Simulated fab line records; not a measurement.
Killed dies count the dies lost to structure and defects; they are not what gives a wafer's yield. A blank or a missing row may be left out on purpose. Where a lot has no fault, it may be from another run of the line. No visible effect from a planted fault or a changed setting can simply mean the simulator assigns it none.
Struck lot and sound lot, side by side | flow n5 finfet | 32 steps out of a route of 1938
Sound: wafers L123.1, L123.3, L123.4. Wafers struck: L125.1, L125.3, L125.4. The cause is given at the end.
For every step that has rows: the tool of each side, followed by ch and its chambers, followed by its first start. Under that, the readings that differ: sound wafers | struck wafers | difference of the means | sigmas: that difference in standard deviations of wafers without a fault.
alike: readings whose means differ by less than 2 such deviations, and words and numbers that are the same on both sides. not compared: withheld readings, readings that some wafer has no value for, bounds like >300 that may hide the same value, and numbers for which the record gives no deviation and whose values overlap.
Wherever a step has rows on one side only, a row that says differs or no value, or a row with sigmas, the two part there. Numbers that have no deviation but don't overlap get no sigmas and don't part them. A reading missing from all wafers of one side parts the sides only when that side holds two or more wafers.

first, 3 steps without rows for these wafers: N5_HKMG_FIN_WET_ETCH_77 (etches La2O3 in dHCl, stops on HfO2, target depth 2 nm); N5_HKMG_FIN_WET_ETCH_78 (etches Al2O3 in dNH4OH, stops on La2O3, target depth 4.5 nm, rinse time 30 s); N5_HKMG_FIN_ALD_79 (deposits TiN, target thk 1.5 nm, pulse time 1 s, purge time 3 s).
N5_HKMG_FIN_CVD_62: deposits a-Si from Si2H6, target thk 3 nm, time 20.8 s.
  sound on thermal cvd si-01 ch 0,1,2, day 5 22:35; struck on thermal cvd si-01 ch 0,2, day 6 09:46
  alike: chamber pressure Torr, heater power w
  not compared: since wet clean h
then, 5 steps without rows for these wafers: N5_HKMG_FIN_RTA_80 (time 2 s); N5_HKMG_FIN_PRECLEAN_64 (cleans in dHF, time 30 s); N5_HKMG_FIN_WET_ETCH_65 (etches a-Si in TMAH, stops on TiN, time 49 s, target depth 3 nm); N5_HKMG_FIN_WET_ETCH_81 (etches TiN in SC1, stops on HfO2, time 57 s, target depth 6 nm); N5_HKMG_FIN_WET_ETCH_82 (etches La2O3 in dHCl, stops on HfO2, target depth 2 nm, rinse time 30 s).
N5_HKMG_FIN_ALD_36: deposits TiN, target thk 1 nm, pulse time 1 s, purge time 3 s.
  sound on ald metal-03 ch 1,2,3, day 5 22:59; struck on ald metal-04 ch 1,2,3, day 6 10:19
  alike: chamber pressure Torr, heater power w, precursor pulse height rel
  not compared: since wet clean h
N5_HKMG_FIN_THK_MEAS_70: measures by xrf.
  struck on film metro-01, day 6 10:35; sound on film metro-01, day 5 23:16
  alike: HK_THK
then, 1 step without rows for these wafers: N5_HKMG_FIN_PWFM_ALD_03 (deposits TiN, target thk 2 nm, pulse time 1 s, purge time 3 s).
N5_HKMG_FIN_COAT_29: time 60 s, resist thk 300 nm.
  sound on litho track-04 ch 0, day 5 23:47; struck on litho track-04 ch 0, day 6 11:05
  reading                                   | sound                | struck               | difference | sigmas
  spin speed rpm (rpm)                      | 1500.1 1499.9 1500.2 | 1595.3 1595.8 1596.5 | +95.8      | +87
  model.SOC_of_HKMG_FIN_COAT_29.thk nm (nm) | 300.4 299.6 299.6    | 291.2 290.8 291      | -8.9       |
then, 7 steps without rows for these wafers: N5_HKMG_FIN_COAT_30 (time 60 s, resist thk 35 nm); N5_HKMG_FIN_COAT_06 (resist thk 90 nm); N5_HKMG_FIN_EBR_08; N5_HKMG_FIN_SOFTBAKE_07 (time 60 s); N5_HKMG_FIN_EXPOSE_09 (exposes mask NWFM); N5_HKMG_FIN_PEB_10 (peb time 60 s); N5_HKMG_FIN_DEVELOP_11 (develop time 30 s).
N5_HKMG_FIN_CD_MEAS_12: target cd 92.8 nm.
  sound on cd sem-03 ch 0, day 6 00:02; struck on cd sem-02 ch 0, day 6 11:28
  alike: cd nm
N5_HKMG_FIN_OVL_MEAS_13:
  sound on overlay-02 ch 0, day 6 00:04; struck on overlay-02 ch 0, day 6 11:29
  alike: NWFM_OVL
N5_HKMG_FIN_INSPECT_14: inspects for defects (macro).
  struck on defect inspect-02, day 6 11:31; sound on defect inspect-01, day 6 00:05
  alike: raw defect count
N5_HKMG_FIN_DESCUM_17: chemistry O2, time 7.9 s.
  sound on rie diel-06 ch 0,2,3, day 6 00:07; struck on rie diel-05 ch 0,1,2, day 6 11:37
  alike: drypump motor current A, oes product au, rf fwd power W, rf vpp V, showerhead plenum p Torr, throttle valve pct
  not compared: rf hours counter h
then, 1 step without rows for these wafers: N5_HKMG_FIN_ETCH_31 (etches SiARC in CF4, target depth 45.5 nm, time 75.8 s).
N5_HKMG_FIN_ETCH_32: etches SOC in N2/H2, target depth 240 nm, time 300 s.
  sound on rie diel-06 ch 0,2,3, day 6 00:13; struck on rie diel-05 ch 0,1,2, day 6 11:43
  alike: drypump motor current A, oes product au, rf fwd power W, rf vpp V, showerhead plenum p Torr, throttle valve pct
  not compared: rf hours counter h
then, 2 steps without rows for these wafers: N5_HKMG_FIN_STRIP_33 (strips in N2/H2); N5_HKMG_FIN_STRIP_34 (strips in CF4).
N5_HKMG_FIN_ETCH_35: etches SOC in N2/H2, target depth 215.8 nm, time 243.4 s.
  sound on rie diel-06 ch 0,2,3, day 6 00:25; struck on rie diel-05 ch 0,1,2, day 6 11:55
  alike: drypump motor current A, oes product au, rf fwd power W, rf vpp V, showerhead plenum p Torr, throttle valve pct
  not compared: rf hours counter h
N5_HKMG_FIN_STRIP_92: strips SOC in N2/H2, time 20 s.
  sound on rie diel-06 ch 0,2,3, day 6 00:34; struck on rie diel-05 ch 0,1,2, day 6 12:04
  alike: drypump motor current A, oes product au, rf fwd power W, rf vpp V, showerhead plenum p Torr, throttle valve pct
  not compared: rf hours counter h, model.SOC_of_HKMG_FIN_COAT_29.thk nm
then, 2 steps without rows for these wafers: N5_HKMG_FIN_WET_ETCH_18 (etches TiN in SC1, time 55 s, target depth 5.2 nm, rinse time 30 s); N5_PASSIVATION_PROBE_49.

== WHERE THEY PART ==
Only at N5_HKMG_FIN_COAT_29, within this record. Later steps at which nothing parts them and some readings are alike: N5_HKMG_FIN_CD_MEAS_12, N5_HKMG_FIN_OVL_MEAS_13, N5_HKMG_FIN_INSPECT_14, N5_HKMG_FIN_DESCUM_17, N5_HKMG_FIN_ETCH_32, N5_HKMG_FIN_ETCH_35, N5_HKMG_FIN_STRIP_92.

WHY: what had been put in by the simulator
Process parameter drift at N5_HKMG_FIN_COAT_29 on litho track-04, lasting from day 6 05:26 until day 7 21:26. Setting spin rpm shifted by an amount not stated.
